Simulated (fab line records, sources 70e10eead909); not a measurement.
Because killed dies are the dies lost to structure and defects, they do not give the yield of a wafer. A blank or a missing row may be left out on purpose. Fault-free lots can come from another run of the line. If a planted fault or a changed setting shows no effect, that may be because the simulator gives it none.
Matching of chambers | flow nand-harc | 4 sister chambers for NHARC_A_STAIRCASE_ETCH_271 on rie-diel-12
The step etches the open film in CF4/CHF3. 4 wafers are shown with their chamber, then 8 later ones without.

== WAFERS WITH THEIR CHAMBER ==
wafer  | chamber | drypump-motor-current-A (A)
L087.2 | 2       | 6.0
L087.3 | 0       | 6.6
L087.4 | 1       | 5.2
L091.2 | 3       | 5.7

== WAFERS WHOSE CHAMBER IS MISSING ==
wafer  | drypump-motor-current-A (A)
L091.3 | 6.6
L091.5 | 5.8
L090.1 | 6.6
L090.4 | 5.2
L090.6 | 6.5
L093.1 | 5.7
L093.2 | 6.0
L093.3 | 6.6

== WHICH CHAMBER EACH ONE RAN IN ==
wafer  | from the rows above | in truth
L091.3 | 0                   | 0
L091.5 | 3                   | 3
L090.1 | 0                   | 0
L090.4 | 1                   | 1
L090.6 | 0                   | 0
L093.1 | 3                   | 3
L093.2 | 2                   | 2
L093.3 | 0                   | 0
Correct placement for 8 of the 8. Number that these rows cannot place: 0. Placed wrongly: 0.
How it was worked out, from the rows above alone: a wafer's distance from a chamber is the root of the sum, over the readings, of the square of ((its reading less the chamber's mean) divided by the reading's scatter). If the next closest chamber is less than 2 further off than the closest, the wafer can't be placed; otherwise it belongs to the closest. A chamber's mean is the mean of its shown wafers. The scatter: with one shown wafer a chamber, the root of the mean of the squares of how far each hidden wafer lies from its nearest shown one.
